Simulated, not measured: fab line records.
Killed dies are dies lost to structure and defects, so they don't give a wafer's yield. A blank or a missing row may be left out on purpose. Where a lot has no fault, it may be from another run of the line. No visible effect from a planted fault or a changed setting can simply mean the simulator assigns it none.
The tool behind it: which one?	flow n5_finfet	11 lots, 33 wafers sampled, at 5 steps of a route of 1938

WHAT EACH GAUGE READ, for each wafer
N5_BEOL_M1_OVL_MEAS_12. Usual: for M1_OVL the level is -0.4 nm and the standard deviation is 0.71.
lot	measured	on	M1_OVL (nm)	flag
L232	day 6 13:28	overlay-02	0.1 -0.7 -0.4	
L234	day 6 19:25	overlay-01	-0.5 -0.4 0.4	
L235	day 6 20:12	overlay-01	-0.1 -0.1 -0.8	
L236	day 7 01:49	overlay-01	-0.7 -0.3 -1.1	
L238	day 7 17:31	overlay-02	-2.2 -1.7 -1.1	
L239	day 8 00:07	overlay-01	0.8 0.8 -0.6	
L241	day 8 14:11	overlay-02	-0.6 0.5 -1.2	
L244	day 9 12:29	overlay-02	0.1 -0.4 -0.3	
L246	day 10 01:52	overlay-01	0.1 0.1 -0.3	
L251	day 11 03:28	overlay-02	-0.2 -0.1 -0.4	
L252	day 11 07:16	overlay-02	-1.1 0.1 0.0	

N5_BEOL_M4_RC_MEAS_101. Usual: DIBL_N 36.3 mV/V, standard deviation 1.7; DIBL_P 36.5 mV/V, standard deviation 1.8; IOFF_N 0.16 nA/um, standard deviation 0.033; IOFF_P 0.21 nA/um, standard deviation 0.037; ION_N 675 uA/um, standard deviation 11; ION_P 462 uA/um, standard deviation 7.9; SS_N 71.6 mV/dec, standard deviation 0.64; SS_P 73.3 mV/dec, standard deviation 0.68; VT_N 249 mV, standard deviation 3.3; VT_P -250 mV, standard deviation 3.3.
lot	measured	on	DIBL_N (mV/V)	DIBL_P (mV/V)	IOFF_N (nA/um)	IOFF_P (nA/um)	ION_N (uA/um)	ION_P (uA/um)	SS_N (mV/dec)	SS_P (mV/dec)	VT_N (mV)	VT_P (mV)	flag
L232	day 8 11:33	prober-02	33.6 36.4 35.8	34.1 37.0 36.4	0.14 0.18 0.17	0.21 0.25 0.24	673 679 676	467 468 467	71.1 72.3 71.8	73.2 73.4 73.1	248 250 249	-248 -249 -246	
L234	day 8 13:29	prober-01	35.7 33.6 36.1	36.1 33.4 36.5	0.15 0.11 0.14	0.18 0.14 0.18	682 681 677	467 462 463	71.0 71.0 71.5	73.3 72.8 73.3	251 255 253	-251 -257 -253	
L235	day 8 14:43	prober-01	36.4 38.2 37.6	35.8 38.6 37.2	0.15 0.19 0.16	0.22 0.26 0.24	672 682 671	463 470 466	72.0 71.9 72.3	72.9 74.6 74.0	249 245 250	-248 -246 -245	
L236	day 8 14:51	prober-02	37.3 33.8 35.5	37.5 33.5 36.1	0.18 0.12 0.15	0.23 0.17 0.21	680 677 683	470 471 476	71.2 70.7 72.1	72.8 71.7 72.8	247 255 250	-250 -253 -250	
L238	day 9 06:10	prober-02	33.1 34.9 33.9	32.8 33.6 33.6	0.11 0.12 0.11	0.17 0.18 0.18	665 656 668	462 455 461	70.6 70.5 70.7	72.3 71.4 71.8	255 253 255	-253 -250 -251	
L239	day 9 15:35	prober-02	37.4 35.1 32.3	38.4 34.8 33.3	0.18 0.14 0.11	0.24 0.18 0.16	660 658 657	460 445 457	72.2 71.9 70.5	73.5 72.8 72.1	251 254 255	-247 -251 -254	
L241	day 10 07:21	prober-01	34.9 35.6 33.3	35.2 36.8 33.1	0.15 0.16 0.12	0.22 0.23 0.19	679 675 690	467 467 479	71.0 71.6 70.1	73.7 74.1 72.8	249 249 254	-250 -248 -249	
L244	day 11 10:59	prober-02	38.8 36.4 38.9	39.3 34.7 38.0	0.21 0.15 0.21	0.25 0.17 0.22	672 665 676	458 448 453	71.6 71.3 72.8	74.9 72.5 74.5	245 253 248	-249 -253 -250	
L246	day 11 16:40	prober-02	37.0 38.1 39.1	36.3 37.1 38.9	0.17 0.19 0.21	0.24 0.24 0.27	677 675 686	463 462 465	71.6 72.2 72.7	73.4 73.7 73.8	249 248 248	-248 -246 -248	
L251	day 13 00:05	prober-02	33.4 35.3 34.3	33.1 34.8 33.9	0.13 0.16 0.14	0.17 0.19 0.18	682 677 672	465 462 459	71.4 71.3 71.9	72.7 73.6 73.2	251 247 250	-254 -251 -252	
L252	day 13 03:38	prober-02	40.0 38.2 37.6	40.9 38.7 37.9	0.28 0.23 0.21	0.27 0.24 0.22	717 695 687	475 461 459	72.9 73.1 71.7	74.6 74.5 73.4	241 242 245	-250 -249 -251	

WHAT TOOL EACH LOT RAN ON (gives the tool, then ch and the chambers of the sampled wafers, and finally the start)
lot	N5_BEOL_M0_DEGAS_112	N5_BEOL_M0_SPUTTER_141	N5_BEOL_M1_COAT_61
L232	pvd_sputter-01, day 6 07:07	pvd_sputter-03, day 6 08:02	litho_track-01 ch 0, day 6 13:03
L234	pvd_sputter-01, day 6 14:10	pvd_sputter-02, day 6 15:17	litho_track-05 ch 0, day 6 18:57
L235	pvd_sputter-02, day 6 15:22	pvd_sputter-02, day 6 18:21	litho_track-05 ch 0, day 6 19:54
L236	pvd_sputter-01, day 6 22:05	pvd_sputter-02, day 6 22:57	litho_track-05 ch 0, day 7 01:24
L238	pvd_sputter-03, day 7 12:43	pvd_sputter-03, day 7 13:55	litho_track-04 ch 0, day 7 17:05
L239	pvd_sputter-01, day 7 20:14	pvd_sputter-01, day 7 21:19	litho_track-04 ch 0, day 7 23:42
L241	pvd_sputter-02, day 8 10:47	pvd_sputter-01, day 8 11:51	litho_track-01 ch 0, day 8 13:53
L244	pvd_sputter-02, day 9 09:17	pvd_sputter-01, day 9 10:16	litho_track-05 ch 0, day 9 12:04
L246	pvd_sputter-01, day 9 20:47	pvd_sputter-02, day 9 23:22	litho_track-05 ch 0, day 10 01:34
L251	pvd_sputter-01, day 11 00:06	pvd_sputter-01, day 11 01:01	litho_track-01 ch 0, day 11 03:01
L252	pvd_sputter-02, day 11 03:14	pvd_sputter-02, day 11 04:29	litho_track-01 ch 0, day 11 06:59
- N5_BEOL_M0_DEGAS_112: time 60 s.
- N5_BEOL_M0_SPUTTER_141: material Cu, target thk 4 nm, time 7.37 s.
- N5_BEOL_M1_COAT_61: time 60 s, resist thk 60 nm.

AS READ BY THE TOOLS THEMSELVES (means over the sampled wafers that have a number; for cases with no such wafer, the mark the record gives instead)
N5_BEOL_M0_DEGAS_112. Usual: heater_power_w 353 W, standard deviation 49.
lot	tool	heater_power_w (W)	flag
L232	pvd_sputter-01	408	
L234	pvd_sputter-01	347	
L235	pvd_sputter-02	381	
L236	pvd_sputter-01	308	
L238	pvd_sputter-03	331	
L239	pvd_sputter-01	361	
L241	pvd_sputter-02	383	
L244	pvd_sputter-02	386	
L246	pvd_sputter-01	345	
L251	pvd_sputter-01	311	
L252	pvd_sputter-02	354	

N5_BEOL_M0_SPUTTER_141. Usual: throttle_valve_pct 30.5 %, standard deviation 0.86.
lot	tool	throttle_valve_pct (%)	flag
L232	pvd_sputter-03	30.3	
L234	pvd_sputter-02	30.8	
L235	pvd_sputter-02	30.6	
L236	pvd_sputter-02	30.1	
L238	pvd_sputter-03	30.7	
L239	pvd_sputter-01	30.5	
L241	pvd_sputter-01	30.7	
L244	pvd_sputter-01	30.6	
L246	pvd_sputter-02	30.8	
L251	pvd_sputter-01	30.7	
L252	pvd_sputter-02	30.1	

N5_BEOL_M1_COAT_61. Usual: spin_speed_rpm 1499.9 rpm, standard deviation 0.98.
lot	tool	spin_speed_rpm (rpm)	flag
L232	litho_track-01	1501.2	
L234	litho_track-05	1500.4	
L235	litho_track-05	1500.9	
L236	litho_track-05	1500.7	
L238	litho_track-04	1500.0	
L239	litho_track-04	1499.6	
L241	litho_track-01	1500.0	
L244	litho_track-05	1499.7	
L246	litho_track-05	1500.1	
L251	litho_track-01	1353.0	OFF
L252	litho_track-01	1352.8	OFF

THE ANSWER, worked out from the rows above alone
Rule: a lot counts as off when the mean over its wafers that have a number is more than 3 standard deviations away from the usual mean. A lot without any number at a reading at which 4 lots or more have one is off too. Any other lot the step has rows for is counted as sound. First the gauges in route order, then the tools' own readings, where a lot's mean is used as printed above. The first step at which some lot is off is used, and at that step the reading that is off furthest; a lot without a number counts as furthest.
Off at N5_BEOL_M1_COAT_61 (spin_speed_rpm): L251, L252.
If a tool, at that step or one of the process steps before it, ran each lot that is off and ran no sound lot following the first of them, it fits. One fits: N5_BEOL_M1_COAT_61 on litho_track-01. A fault onset in the window from L241 (day 8 13:53, its last sound lot) to L251 (day 11 03:01, its first lot off) fits.
On the lots that are off, the tool's own readings at N5_BEOL_M1_COAT_61 differ by more than 5 times the standard deviation of the sound lots' means, which bears it out; spin_speed_rpm reads 1352.9 rpm there versus 1500.3 rpm on the sound lots.

WHAT THE SIMULATOR PUT IN
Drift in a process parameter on litho_track-01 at N5_BEOL_M1_COAT_61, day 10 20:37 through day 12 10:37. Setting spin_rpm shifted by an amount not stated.
Lots struck among those shown: L251, L252. This agrees with what the rule above found.
